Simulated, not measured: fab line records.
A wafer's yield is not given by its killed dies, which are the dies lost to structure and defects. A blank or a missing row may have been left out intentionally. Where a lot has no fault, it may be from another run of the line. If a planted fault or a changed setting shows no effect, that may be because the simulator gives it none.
fab line records	flow n5-finfet
[record] lots = 7	wafers = 21	last-day = 17
route steps=1938 shown BEOL_M14@1751 PASSIVATION@1936
lots with no fault: from the same line, run without faults
start-h: start of the lot's first displayed wafer, in hours after the record's first day	wait-h: hours from the lot's prior step to this one	" same as the row above	L1.1+2: several wafers, shown together as one row	- value missing, or start not given	* or withheld: withheld	< > ~ a bound
route shown NAME@n: a module of which the file shows steps, and the number in the route of the first	usual: the fault-free wafers' mean and standard deviation	same: alike in all rows	chamber/n: place in a boat	sites: readings site by site	_std_site: how widely they spread, as a standard deviation	_edge_site: inner sites' mean taken away from outer sites' mean	radius-mm: for every site, how far away it sits from the centre of the wafer	mask NAME#n: copy n	behind: the most recent tool/chamber to have shaped the wafer	hold: cause of the lot's hold/its duration in hours/its outcome	device: whichever transistor did not switch (one of n, p or np)	end of line: the route-end tests of the same wafers	where a step has no rows: the recipe by itself	killed: at the first sort, the dies lost to defects and structure; wafer yield is something else	map: a wafer's dies, x killed, . not, _ none there
set.NAME: the setting as run; set.NAME@STEP: as run at that earlier step	model.NAME: the simulator's own value behind a step, which no gauge read
certain route steps with their lots: each step a table, each wafer a row
services: from which hour (start-h, from the record's first day; less than 0 if before it) a tool's chamber was out of use, for how many hours, and why
[[steps]]
[step N5_BEOL_M14_ETCH_68]
[recipe] chemistry = N2/H2	target = SOC	mask-material = SiARC	source-w = 3000	bias-w = 350	temp-c = 40	time-s = 450	ion-energy-ev = 200	pressure-mtorr = 30	n2-flow-sccm = 200	h2-flow-sccm = 200
[usual] drypump-motor-current-A = 5.5/0.38	oes-product-au = 0.81/0.079	rf-vpp-V = 523/3.2	showerhead-plenum-p-Torr = 2.53/0.11	throttle-valve-pct = 17.71/0.3
lot.wafer	tool	chamber	start-h	wait-h	drypump-motor-current-A	oes-product-au	rf-hours-counter-h	rf-vpp-V	showerhead-plenum-p-Torr	throttle-valve-pct
L783.1	rie-diel-05	2	287.37	0.1	5.7	0.74	186	518	2.34	18.36
L783.2	"	1	"	"	5.6	0.76	114	523	2.46	17.64
L783.5	"	2	"	"	5.7	0.74	-	518	2.34	18.36
L785.1	rie-diel-04	1	291.61	0.1	5.6	0.91	32	528	2.72	17.69
L785.4	"	2	"	"	5.7	0.88	25	524	2.56	17.66
L785.6	"	1	"	"	5.6	0.93	-	529	2.72	17.70
L789.3	rie-diel-05	1	332.14	0.1	5.6	0.74	130	521	2.45	17.66
L789.4	"	3	"	"	5.0	0.91	10	527	2.59	17.30
L789.5	"	1	"	"	5.6	0.74	-	520	2.45	17.66
L792.2	rie-diel-05	2	346.44	0.1	5.7	0.72	208	517	2.33	18.39
L792.3	"	1	"	"	5.6	0.74	136	523	2.45	17.68
L792.5	"	3	"	"	5.0	0.89	-	526	2.59	17.33
L793.2	rie-diel-04	2	351.09	0.1	5.7	0.85	46	524	2.55	17.67
L793.4	"	1	"	"	5.6	0.89	51	527	2.71	17.71
L793.6	"	3	"	"	5.0	0.82	-	523	2.59	17.41
L797.2	rie-diel-01	0	372.18	0.1	6.0	0.83	105	522	2.44	17.58
L797.3	"	1	"	"	5.2	0.71	222	523	2.51	17.96
L797.4	"	2	"	"	5.4	0.77	141	523	2.53	17.64
L798.3	rie-diel-04	1	385.05	0.1	5.6	0.86	64	527	2.70	17.75
L798.4	"	3	"	"	5.1	0.80	78	525	2.59	17.42
L798.6	"	1	"	"	5.6	0.87	-	528	2.70	17.76
[step N5_BEOL_M14_STRIP_69]
[recipe] chemistry = N2/H2	temp-c = 40	n2-flow-sccm = 200	h2-flow-sccm = 200	rf-frequency-hz = 6e+07
[step N5_BEOL_M14_TRENCH_ETCH_34]
[recipe] chemistry = C4F8/O2/Ar	target = SiO2	target-depth-a = 5566.5	mask-material = SOC	he-inner-torr = 15	he-outer-torr = 30	time-s = 126.9	ion-energy-ev = 800	pressure-mtorr = 20	source-w = 1905	bias-w = 2040	Ar_flow_sccm = 400	C4F8_flow_sccm = 16	O2_flow_sccm = 12
[step N5_BEOL_M14_STRIP_70]
[recipe] chemistry = C4F8/O2/Ar	resist = SiARC	rf-frequency-hz = 6e+07
[step N5_BEOL_M14_OCD_MEAS_35]
[usual] trench-depth-nm = 550/22
lot.wafer	tool	chamber	start-h	wait-h	trench-depth-nm
L783.1	ocd-02	-	287.80	0.0	562
L783.2	"	-	"	"	521
L783.5	"	-	"	"	564
L785.1	ocd-02	-	292.03	0.0	546
L785.4	"	-	"	"	531
L785.6	"	-	"	"	544
L789.3	ocd-02	-	332.57	0.0	509
L789.4	"	-	"	"	575
L789.5	"	-	"	"	507
L792.2	ocd-01	-	346.87	0.0	553
L792.3	"	-	"	"	516
L792.5	"	-	"	"	576
L793.2	ocd-02	-	351.52	0.0	539
L793.4	"	-	"	"	549
L793.6	"	-	"	"	585
L797.2	ocd-02	-	372.62	0.0	532
L797.3	"	-	"	"	537
L797.4	"	-	"	"	568
L798.3	ocd-02	-	385.49	0.0	539
L798.4	"	-	"	"	582
L798.6	"	-	"	"	534
[step N5_BEOL_M14_STRIP_37]
[recipe] chemistry = O2	power-w = 600	temp-c = 60	pressure-mtorr = 30	rf-frequency-hz = 6e+07	bias-power-w = 0	overash-fraction = 0.3	o2-flow-sccm = 225
[usual] drypump-motor-current-A = 5.5/0.37	oes-product-au = 0.80/0.084	rf-vpp-V = 3.6/1	showerhead-plenum-p-Torr = 2.07/0.089	throttle-valve-pct = 16.63/0.3
lot.wafer	tool	chamber	start-h	wait-h	drypump-motor-current-A	oes-product-au	rf-hours-counter-h	rf-vpp-V	showerhead-plenum-p-Torr	throttle-valve-pct
L783.1	rie-diel-05	3	288.88	1.1	5.0	0.94	2	4.5	2.15	16.34
L783.2	"	2	"	"	5.7	0.73	186	4.1	1.93	17.18
L783.5	"	1	"	"	5.6	0.77	-	3.8	2.02	16.49
L785.1	rie-diel-04	1	292.07	0.0	5.6	0.92	32	4.8	2.20	16.32
L785.4	"	0	"	"	6.0	0.85	54	3.6	2.13	16.41
L785.6	"	0	"	"	6.0	0.84	-	3.3	2.13	16.40
L789.3	rie-diel-01	2	333.16	0.6	5.4	0.78	124	4.4	2.15	16.84
L789.4	"	3	"	"	5.9	0.67	248	5.2	2.18	17.07
L789.5	"	3	"	"	5.9	0.69	-	4.5	2.18	17.04
L792.2	rie-diel-01	1	347.12	0.3	5.2	0.73	212	4.5	2.05	16.77
L792.3	"	2	"	"	5.4	0.78	130	3.9	2.15	16.88
L792.5	"	2	"	"	5.4	0.77	-	3.6	2.15	16.89
L793.2	rie-diel-01	1	352.10	0.6	5.2	0.72	214	3.6	2.05	16.77
L793.4	"	1	"	"	5.2	0.72	-	3.7	2.05	16.81
L793.6	"	0	"	"	6.0	0.86	-	4.3	2.00	16.38
L797.2	rie-diel-01	2	374.13	1.5	5.4	0.77	142	2.2	2.14	16.87
L797.3	"	0	"	"	6.0	0.84	105	4.5	2.00	16.40
L797.4	"	3	"	"	5.9	0.96	9	5.0	2.18	16.59
L798.3	rie-diel-05	2	387.49	2.0	5.7	0.70	223	1.8	1.91	17.23
L798.4	"	0	"	"	4.9	0.95	11	4.1	2.21	16.32
L798.6	"	1	"	"	5.5	0.72	-	3.4	2.01	16.55
[step N5_BEOL_M14_ETCH_38]
[recipe] chemistry = CF4/N2	target = SiCN	target-depth-a = 1065	taper-deg = 2	time-s = 120.6	ion-energy-ev = 150	mask-material = SiO2	pressure-mtorr = 40	source-w = 430	bias-w = 70	Ar_flow_sccm = 100	cf4-flow-sccm = 60	n2-flow-sccm = 60
[usual] drypump-motor-current-A = 5.5/0.37	oes-product-au = 0.79/0.082	rf-vpp-V = 381.6/2.3	showerhead-plenum-p-Torr = 2.18/0.088	throttle-valve-pct = 15.42/0.27
lot.wafer	tool	chamber	start-h	wait-h	drypump-motor-current-A	oes-product-au	rf-hours-counter-h	rf-vpp-V	showerhead-plenum-p-Torr	throttle-valve-pct
L783.1	rie-diel-05	3	-	-	5.0	0.96	2	383.6	2.25	15.14
L783.2	"	2	"	"	5.7	0.74	186	378.1	2.03	15.91
L783.5	"	1	"	"	5.6	0.73	-	380.1	2.13	15.27
L785.1	rie-diel-04	1	-	-	5.6	0.90	32	385.7	2.34	15.24
L785.4	"	0	"	"	6.0	0.82	54	383.8	2.25	15.23
L785.6	"	0	"	"	6.0	0.82	-	384.2	2.25	15.21
L789.3	rie-diel-01	2	-	-	5.4	0.79	124	383.8	2.21	15.39
L789.4	"	3	"	"	5.9	0.66	248	383.0	2.26	15.66
L789.5	"	3	"	"	5.9	0.67	-	384.0	2.26	15.67
L792.2	rie-diel-01	1	-	-	5.2	0.70	212	381.4	2.17	15.64
L792.3	"	2	"	"	5.4	0.79	130	382.6	2.21	15.40
L792.5	"	2	"	"	5.4	0.78	-	381.7	2.21	15.41
L793.2	rie-diel-01	1	-	-	5.2	0.70	214	381.6	2.17	15.67
L793.4	"	1	"	"	5.2	0.69	-	382.0	2.17	15.65
L793.6	"	0	"	"	6.0	0.81	-	381.1	2.14	15.28
L797.2	rie-diel-01	2	-	-	5.4	0.78	142	382.5	2.21	15.43
L797.3	"	0	"	"	6.0	0.80	105	380.8	2.13	15.31
L797.4	"	3	"	"	5.9	0.93	9	385.1	2.25	15.17
L798.3	rie-diel-05	2	-	-	5.7	0.72	223	375.4	2.02	15.99
L798.4	"	0	"	"	4.9	0.94	11	385.5	2.35	15.27
L798.6	"	1	"	"	5.6	0.70	-	379.8	2.12	15.37
[step N5_BEOL_M14_PRECLEAN_39]
[recipe] chemistry = residue-remover	time-s = 60	temp-c = 40
[step N5_BEOL_M14_SRD_40]
[recipe] time-s = 30	temp-c = 23	rinse-liquid = diw	dry = n2-spin	spin-rpm = 1500	dry-time-s = 30
[step N5_BEOL_M14_DEGAS_41]
[recipe] ambient = vacuum	temp-c = 300	time-s = 60
[step N5_BEOL_M14_PRE_CLEAN_42]
[recipe] gas = H2/He	time-s = 30	temp-c = 300
[step N5_BEOL_M14_SPUTTER_43]
[recipe] material = TaN	target-thk-a = 150	temp-c = 50	bias-v = 168.6	power-w = 15000	chamber-pressure-pa = 0.12	time-s = 24.19
[usual] throttle-valve-pct = 29.8/0.95
lot.wafer	tool	chamber	start-h	wait-h	throttle-valve-pct
L783.1	pvd-sputter-01	-	289.76	0.0	29.3
L783.2	"	-	"	"	31.7
L783.5	"	-	"	"	31.0
L785.1	pvd-sputter-03	-	292.45	0.0	30.1
L785.4	"	-	"	"	28.7
L785.6	"	-	"	"	30.2
L789.3	pvd-sputter-03	-	334.17	0.0	28.7
L789.4	"	-	"	"	29.9
L789.5	"	-	"	"	30.1
L792.2	pvd-sputter-03	-	347.52	0.0	29.9
L792.3	"	-	"	"	30.1
L792.5	"	-	"	"	30.0
L793.2	pvd-sputter-03	-	352.90	0.0	29.8
L793.4	"	-	"	"	30.4
L793.6	"	-	"	"	28.9
L797.2	pvd-sputter-01	-	374.69	0.0	29.6
L797.3	"	-	"	"	31.0
L797.4	"	-	"	"	31.4
L798.3	pvd-sputter-01	-	388.20	0.0	29.6
L798.4	"	-	"	"	31.2
L798.6	"	-	"	"	29.2
[step N5_BEOL_M14_SPUTTER_44]
[recipe] material = Ta	target-thk-a = 150	temp-c = 50	bias-v = 80	power-w = 15000	chamber-pressure-pa = 0.07	time-s = 24.19
[usual] throttle-valve-pct = 29.9/0.96
lot.wafer	tool	chamber	start-h	wait-h	throttle-valve-pct	model.Ta_of_BEOL_M14_SPUTTER_44.thk-nm
L783.1	pvd-sputter-01	-	289.84	0.0	29.2	15
L783.2	"	-	"	"	31.6	15
L783.5	"	-	"	"	31.0	15.2
L785.1	pvd-sputter-03	-	292.53	0.0	29.8	14.8
L785.4	"	-	"	"	28.9	14.8
L785.6	"	-	"	"	30.0	15
L789.3	pvd-sputter-03	-	334.25	0.0	28.9	23
L789.4	"	-	"	"	29.6	23.4
L789.5	"	-	"	"	30.4	22.8
L792.2	pvd-sputter-03	-	347.60	0.0	29.8	23.4
L792.3	"	-	"	"	30.1	23
L792.5	"	-	"	"	29.9	22.8
L793.2	pvd-sputter-03	-	352.98	0.0	30.2	22.6
L793.4	"	-	"	"	29.9	23.2
L793.6	"	-	"	"	28.6	23.2
L797.2	pvd-sputter-01	-	374.77	0.0	30.1	14.4
L797.3	"	-	"	"	30.8	15
L797.4	"	-	"	"	31.6	14.6
L798.3	pvd-sputter-01	-	388.28	0.0	29.1	15
L798.4	"	-	"	"	30.9	15.2
L798.6	"	-	"	"	29.2	15
[step N5_BEOL_M14_SPUTTER_45]
[recipe] material = Cu	target-thk-a = 1000	temp-c = -20	bias-v = 60	power-w = 26000	chamber-pressure-pa = 0.13	time-s = 16.67
[usual] throttle-valve-pct = 29.9/0.97
lot.wafer	tool	chamber	start-h	wait-h	throttle-valve-pct
L783.1	pvd-sputter-01	-	289.92	0.0	29.4
L783.2	"	-	"	"	31.5
L783.5	"	-	"	"	31.1
L785.1	pvd-sputter-03	-	292.61	0.0	30.0
L785.4	"	-	"	"	28.9
L785.6	"	-	"	"	30.1
L789.3	pvd-sputter-03	-	334.33	0.0	28.8
L789.4	"	-	"	"	29.5
L789.5	"	-	"	"	30.2
L792.2	pvd-sputter-03	-	347.68	0.0	29.8
L792.3	"	-	"	"	30.2
L792.5	"	-	"	"	30.2
L793.2	pvd-sputter-03	-	353.06	0.0	30.3
L793.4	"	-	"	"	29.9
L793.6	"	-	"	"	28.8
L797.2	pvd-sputter-01	-	374.85	0.0	29.7
L797.3	"	-	"	"	30.9
L797.4	"	-	"	"	31.6
L798.3	pvd-sputter-01	-	388.36	0.0	29.2
L798.4	"	-	"	"	30.8
L798.6	"	-	"	"	29.5
[step N5_BEOL_M14_ECD_47]
[recipe] material = Cu	target-thk-a = 12480
[step N5_BEOL_M14_ANNEAL_48]
[recipe] temp-c = 225	time-s = 90	ambient = N2
[step N5_BEOL_M14_CMP_49]
[recipe] stop-on = SiO2	t-overpolish-s = 5.2	down-force-psi = 2	platen-rpm = 80	clearing-platen-down-force-psi = 2	clearing-platen-rpm = 80	post-cmp-clean = cu-alkaline	target-thk-nm = 560	clearing-platen-pad-velocity-m-s = 1.5917	pad-velocity-m-s = 1.5917
[usual] barrier-field-endpoint-s = 11.3/0.38	motor-current-A = 8.4/0.92	slurry-filter-dp-kPa = 13.49/0.13
lot.wafer	tool	chamber	start-h	wait-h	barrier-field-endpoint-s	motor-current-A	slurry-filter-dp-kPa
L783.2	cmp-03	2	290.53	0.2	11.7	8.6	13.46
L783.1	"	0	"	"	12.5	9.3	13.53
L783.5	"	2	"	"	11.6	8.5	13.42
L785.4	cmp-02	2	293.65	0.2	11.1	9.6	13.63
L785.1	"	3	"	"	11.3	7.0	13.28
L785.6	"	0	"	"	11.3	8.2	13.48
L789.4	cmp-03	2	334.97	0.2	14.6	8.6	13.66
L789.3	"	0	"	"	15.3	9.5	13.25
L789.5	"	2	"	"	14.1	9.1	13.56
L792.3	cmp-02	0	348.48	0.2	14.5	8.1	13.16
L792.2	"	2	"	"	14.1	9.4	13.73
L792.5	"	3	"	"	14.1	7.1	13.24
L793.2	cmp-02	0	353.89	0.3	14.4	8.2	13.39
L793.4	"	1	"	"	14.1	8.3	13.44
L793.6	"	3	"	"	14.1	6.8	13.36
L797.4	cmp-03	3	375.94	0.2	10.7	8.7	13.72
L797.2	"	0	"	"	11.9	9.8	13.51
L797.3	"	1	"	"	11.3	7.7	13.45
L798.4	cmp-02	0	389.02	0.2	11.4	8.5	13.62
L798.3	"	2	"	"	10.8	9.2	13.35
L798.6	"	3	"	"	11.2	6.7	13.54
[step N5_PASSIVATION_PROBE_49]
[usual] defect-limited-yield = 91.1/1.6	killed_at_M0_to_M3 = 35/11	killed_at_M4_up = 13/5.4	killed-at-contacts = 13/6.5	killed-at-front-end = 40/14	killed-at-other = 4/3.1	killed-dies = 105/18	killed-on-rim = 14/4.1	killed-open = 69/14	killed-short = 34/7.3	sort_bin_5_function = 5.2/0.96	sort_bin_6_memory = 3.4/0.77	sort_bin_8_speed = 0.02/0.13	sort-n-pass = 1075/19	sort-yield-pct = 91.1/1.6
[same] gross-dies = 1180	killed-at-back-side = 0	sort_bin_4_leakage[%] = 0
lot.wafer	tool	chamber	start-h	wait-h	defect-limited-yield[%]	killed_at_M0_to_M3	killed_at_M4_up	killed-at-contacts	killed-at-front-end	killed-at-other	killed-dies	killed-on-rim	killed-open	killed-short	sort_bin_5_function[%]	sort_bin_6_memory[%]	sort_bin_8_speed[%]	sort-n-pass	sort-yield-pct[%]
L785.1	prober-02	-	313.51	0.0	94.2	16	12	7	30	4	69	11	46	20	3.1	2.6	0	1111	94.2
L785.4	prober-02	-	313.66	0.2	91.7	34	5	11	40	8	98	15	62	26	4.3	3.0	0	1082	91.7
L785.6	prober-02	-	313.76	0.3	89.2	26	8	12	74	7	127	14	91	35	6.7	3.6	0	1053	89.2
L793.2	prober-01	-	374.11	0.1	91.5	20	21	16	34	9	100	10	65	34	4.2	4.1	0	1080	91.5
L793.4	prober-01	-	374.21	0.2	91.4	39	19	7	30	7	102	15	71	31	5.3	3.1	0	1078	91.4
L793.6	prober-01	-	374.31	0.3	93.1	22	13	9	27	11	82	13	56	24	4.2	2.8	0	1098	93.1
// killed by level:class
L785.1 MOL_CONTACT_COAG:geometric-particle:open=7 FIN_SAQP:geometric-particle:short=5 FIN_SAQP:geometric-particle:open=5 STARTING-WAFER:geometric-particle:open=4 BEOL_M0:geometric-particle:open=4 BEOL_M1:geometric-particle:open=4 BEOL_M7:geometric-particle:open=4 GATE_CUT:geometric-particle:open=3
L785.4 BEOL_M1:geometric-particle:open=10 MOL_CONTACT_COAG:geometric-particle:open=10 HKMG_FIN:area-etch=8 BEOL_M0_SAQP:geometric-particle:open=7 FIN_SAQP:geometric-particle:open=6 STI_FIN_REVEAL:geometric-particle:open=6 BEOL_M0_SAQP:geometric-particle:short=6 FIN_SAQP:geometric-particle:short=5
L785.6 FIN_SAQP:geometric-particle:open=25 STI_FIN_REVEAL:geometric-particle:open=13 FIN_SAQP:geometric-particle:short=11 MOL_CONTACT_COAG:geometric-particle:open=10 BEOL_M3:geometric-particle:open=8 BEOL_M1:geometric-particle:open=7 GATE_CUT:geometric-particle:open=6 BEOL_M0_SAQP:geometric-particle:open=6
L793.2 MOL_CONTACT_COAG:geometric-particle:open=13 FIN_SAQP:geometric-particle:open=7 BEOL_M4:geometric-particle:open=7 STI_FIN_REVEAL:geometric-particle:open=6 BEOL_M3:geometric-particle:open=6 FIN_SAQP:geometric-particle:short=5 BEOL_M0_SAQP:geometric-particle:short=5 PASS1_CAP:geometric-particle:open=4
L793.4 BEOL_M0_SAQP:geometric-particle:open=15 DUMMY_GATE:geometric-particle:open=7 BEOL_M0_SAQP:geometric-particle:short=7 BEOL_M4:geometric-particle:open=6 BEOL_M1:geometric-particle:open=6 STI_FIN_REVEAL:geometric-particle:open=5 FIN_SAQP:geometric-particle:open=4 MOL_CONTACT_COAG:geometric-particle:open=4
L793.6 FIN_SAQP:geometric-particle:open=7 MOL_CONTACT_COAG:geometric-particle:open=7 BEOL_M4:geometric-particle:open=7 STI_FIN_REVEAL:geometric-particle:open=6 BEOL_M2:geometric-particle:open=6 FIN_SAQP:geometric-particle:short=4 BEOL_M1:geometric-particle:open=4 BEOL_M0_SAQP:geometric-particle:short=4
[[services]]
tool	chamber	start-h	hours	kind
rie-diel-05	3	266.21	-	clean
rie-diel-05	3	266.21	-	consumable-replace:focus-ring
rie-diel-05	3	266.21	19.3	scheduled-down
rie-diel-05	3	266.21	19.3	vent-cycle
cmp-03	-	278.24	1.5	repair
cmp-02	-	278.69	4.0	pm
rie-diel-01	1	286.84	1.3	repair
rie-diel-05	3	295.88	15.1	repair
rie-diel-01	0	311.92	8.4	repair
rie-diel-05	0	314.81	2.2	repair
cmp-03	-	318.26	3.4	pm
rie-diel-01	3	337.19	-	clean
rie-diel-01	3	337.19	-	consumable-replace:focus-ring
rie-diel-01	3	337.19	15.0	scheduled-down
rie-diel-01	3	337.19	15.0	vent-cycle
cmp-02	-	338.84	6.6	pm
rie-diel-05	0	342.27	-	clean
rie-diel-05	0	342.27	-	consumable-replace:focus-ring
rie-diel-05	0	342.27	-	consumable-replace:showerhead
rie-diel-05	0	342.27	16.1	scheduled-down
cmp-03	-	347.56	3.1	repair
pvd-sputter-03	-	355.57	0.7	repair
pvd-sputter-03	-	378.37	1.7	repair
cmp-03	-	382.01	0.8	repair
[[key]]
[first-sign] step = N5_BEOL_M14_CMP_49	reading = barrier-field-endpoint-s	direction = up	sigmas = 8.1	usual = 11.3	struck = 14.4
effect none on later readings
[model-effect] step = N5_BEOL_M14_SPUTTER_44	value = Ta_of_BEOL_M14_SPUTTER_44.thk-nm	without = 14.96	struck = 23.04
met-at N5_BEOL_M14_SPUTTER_44
struck-wafers L789.3,L789.4,L789.5,L792.2,L792.3,L792.5,L793.2,L793.4,L793.6
onset-between 292.53 334.25
also-fits N5_BEOL_M14_SPUTTER_43:pvd-sputter-03,N5_BEOL_M14_SPUTTER_45:pvd-sputter-03
[fault] kind = process-parameter-drift	tool = pvd-sputter-03	chamber = -	onset-h = 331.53	steps = N5_BEOL_M14_SPUTTER_44	channel = time-s	offset = *	shape = step	end-h = 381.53	acts-in = *	stated = *
